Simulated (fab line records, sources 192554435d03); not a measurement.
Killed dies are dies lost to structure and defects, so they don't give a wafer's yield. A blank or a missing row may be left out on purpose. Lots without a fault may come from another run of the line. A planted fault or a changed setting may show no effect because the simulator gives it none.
Chamber matching | flow n5_finfet | N5_DUMMY_GATE_TRIM_49 on rie_si-01: 4 sister chambers
The step chemistry O2, time 29 s, target cd 14 nm. 8 wafers are shown with their chamber, then 8 later ones without.

WAFERS WITH THEIR CHAMBER
wafer  | chamber | throttle_valve_pct (%) | drypump_motor_current_A (A)
L076.1 | 2       | 8.15                   | 5.30
L084.1 | 2       | 8.17                   | 5.32
L084.2 | 0       | 8.42                   | 5.74
L084.3 | 1       | 7.98                   | 6.00
L087.1 | 1       | 7.98                   | 6.01
L087.5 | 3       | 8.18                   | 5.93
L087.6 | 0       | 8.43                   | 5.75
L090.1 | 3       | 8.17                   | 5.98

WAFERS WITHOUT THEIR CHAMBER
wafer  | throttle_valve_pct (%) | drypump_motor_current_A (A)
L090.3 | 8.43                   | 5.75
L090.4 | 7.98                   | 5.99
L095.1 | 7.97                   | 5.98
L095.2 | 8.16                   | 5.29
L095.6 | 7.96                   | 5.98
L096.1 | 8.18                   | 5.93
L096.2 | 8.15                   | 5.31
L096.5 | 8.44                   | 5.75

WHICH CHAMBER EACH WENT THROUGH
wafer  | from the rows above | in truth
L090.3 | 0                   | 0
L090.4 | 1                   | 1
L095.1 | 1                   | 1
L095.2 | 2                   | 2
L095.6 | 1                   | 1
L096.1 | 3                   | 3
L096.2 | 2                   | 2
L096.5 | 0                   | 0
Placed correctly: 8 of 8. Can't be placed from these rows: 0. Placed wrongly: 0.
How it was worked out, from the rows above alone: a wafer's distance from a chamber is the root of the sum, over the readings, of the square of ((its reading less the chamber's mean) divided by the reading's scatter). The wafer belongs to the nearest chamber; if the next one is less than 2 further off, it can't be placed. A chamber's mean is the mean of its shown wafers. The scatter: the root of (the sum of the squares of (reading less its chamber's mean) over the shown wafers, divided by (wafers less chambers)).
